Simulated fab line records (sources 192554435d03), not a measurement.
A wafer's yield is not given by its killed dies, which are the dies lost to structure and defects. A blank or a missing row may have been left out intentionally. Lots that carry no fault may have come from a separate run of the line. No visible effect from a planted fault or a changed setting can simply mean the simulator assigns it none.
Split-lot trial	flow n5Finfet	21 wafers read across 7 lots, on a route 1938 steps long

ABOUT THE SPLIT
At N5_BEOL_M9_TRENCH_ETCH_37 (etches SiCOH lowk in C4F6/O2, target depth 151.43 nm, time 49 s), the setting timeS was moved away from the recipe's 49 s on 9 of the 21 wafers read, by -7.0% to +17.8%. All remaining wafers had this setting at the recipe value.

FROM THE SPLIT TO THE READING: what the file shows between them, 11 steps
- N5_BEOL_M9_ETCH_41: etches SiCN in CH3F/O2, target depth 36.6 nm, time 70.1 s
- N5_BEOL_M9_STRIP_80: strips in N2/H2, time 10 s
- N5_BEOL_M9_OCD_MEAS_38
- N5_BEOL_M9_HM_STRIP_39: strips TiN in peroxide tin strip, target depth 25 nm, time 158 s
- N5_BEOL_M9_SRD_40: time 30 s
- N5_BEOL_M9_ECD_50: material Cu, target thk 318 nm
- N5_BEOL_M9_ANNEAL_51: time 90 s
- N5_BEOL_M9_CMP_52: polishes, stops on SiCOH lowk, t overpolish 7 s, target thk 140 nm
- N5_BEOL_M9_THK_MEAS_53: measures by xrf
- N5_BEOL_M9_PRE_CLEAN_55: time 15 s
- N5_BEOL_M9_DEP_56: deposits SiCN from 3MS/NH3, target thk 15 nm, time 26.5 s

THE READING
M9_RS, in ohm/sq, at N5_BEOL_M9_RS_MEAS_57 (measures by four-point-probe). Fault-free wafers of this fab line usually give 0.150 ohm/sq, standard deviation 0.0034 ohm/sq.

wafer	tool, chamber at the split	timeS as run, s	against the recipe	M9_RS, ohm/sq	against lot-mates on the recipe
L074.1	rieDiel-03, 2	49	recipe	0.149	-
L074.3	rieDiel-03, 1	49	recipe	0.144	-
L074.5	rieDiel-03, 3	49	recipe	0.152	-
L076.2	rieDiel-04, 3	49	recipe	0.143	-
L076.3	rieDiel-04, 1	49	recipe	0.147	-
L076.5	rieDiel-04, 1	49	recipe	0.146	-
L082.4	rieDiel-03, 3	51.89	+5.9%	0.145	-0.004
L082.5	rieDiel-03, 1	49	recipe	0.145	-
L082.6	rieDiel-03, 2	49	recipe	0.153	-
L083.1	rieDiel-02, 1	57.71	+17.8%	0.122	-0.031
L083.3	rieDiel-02, 3	49	recipe	0.153	-
L083.5	rieDiel-02, 1	57.71	+17.8%	0.126	-0.027
L084.2	rieDiel-02, 1	49	recipe	0.146	-
L084.3	rieDiel-02, 3	49	recipe	0.152	-
L084.4	rieDiel-02, 2	45.85	-6.4%	0.157	+0.008
L088.1	rieDiel-03, 1	52.05	+6.2%	0.137	-0.014
L088.2	rieDiel-03, 0	49	recipe	0.151	-
L088.3	rieDiel-03, 3	52.05	+6.2%	0.142	-0.009
L090.1	rieDiel-03, 2	45.58	-7.0%	0.167	no lot-mate on the recipe
L090.2	rieDiel-03, 3	45.58	-7.0%	0.164	no lot-mate on the recipe
L090.4	rieDiel-03, 1	45.58	-7.0%	0.161	no lot-mate on the recipe

THE FIT
A straight line over all 21 wafers: M9_RS changes by -0.00152 ohm/sq for each +1% of timeS; r = -0.94; the points scatter about the line by 0.0038 ohm/sq.
The same after taking each lot's own level away (the mean of its wafers on the recipe; 18 wafers): -0.00158 ohm/sq for each +1%; r = -0.96; scatter 0.0031 ohm/sq.
The reading moves by 0.028 ohm/sq for the largest change in timeS, on that fit.
The lots' own levels span 0.1453 to 0.1530 ohm/sq, that is 2.3 times the standard deviation above.
Consequently the slope shifts little with the lot-to-lot level, the two slopes agreeing.
Check: -0.0264 ohm/sq against its lot-mates is what the line predicts for one of the wafers moved furthest among these (+17.8%) when that wafer is left out of the fit. Against them it came out at -0.031 ohm/sq.

THE WHOLE CHAIN: every reading that the file lists as answering this split, in the file's order
step	what it does	reading	change (the file's fit)	r (the file's)
N5_BEOL_M9_TRENCH_ETCH_37	etches SiCOH lowk in C4F6/O2, target depth 151.43 nm, time 49 s	etch.depthNm (the simulator's own value, which no gauge read)	+1.56 nm for each +1% of the setting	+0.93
N5_BEOL_M9_TRENCH_ETCH_37	etches SiCOH lowk in C4F6/O2, target depth 151.43 nm, time 49 s	BEOL_M9.featureDepthNm (the simulator's own value, which no gauge read)	+1.55 nm for each +1% of the setting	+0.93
N5_BEOL_M9_OCD_MEAS_38		trenchDepthNm	+1.52 nm for each +1% of the setting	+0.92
N5_BEOL_M9_CMP_52	polishes, stops on SiCOH lowk, t overpolish 7 s, target thk 140 nm	Cu_of_BEOL_M9_ECD_50.thkNm (the simulator's own value, which no gauge read)	+1.52 nm for each +1% of the setting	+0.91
N5_BEOL_M9_THK_MEAS_53	measures by xrf	M9_THK	+1.55 for each +1% of the setting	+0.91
N5_BEOL_M9_RS_MEAS_57	measures by four-point-probe	M9_RS	-0.00154 for each +1% of the setting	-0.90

FILE'S OWN FIT
M9_RS changes by -0.00154 ohm/sq for each +1% of timeS, r = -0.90.
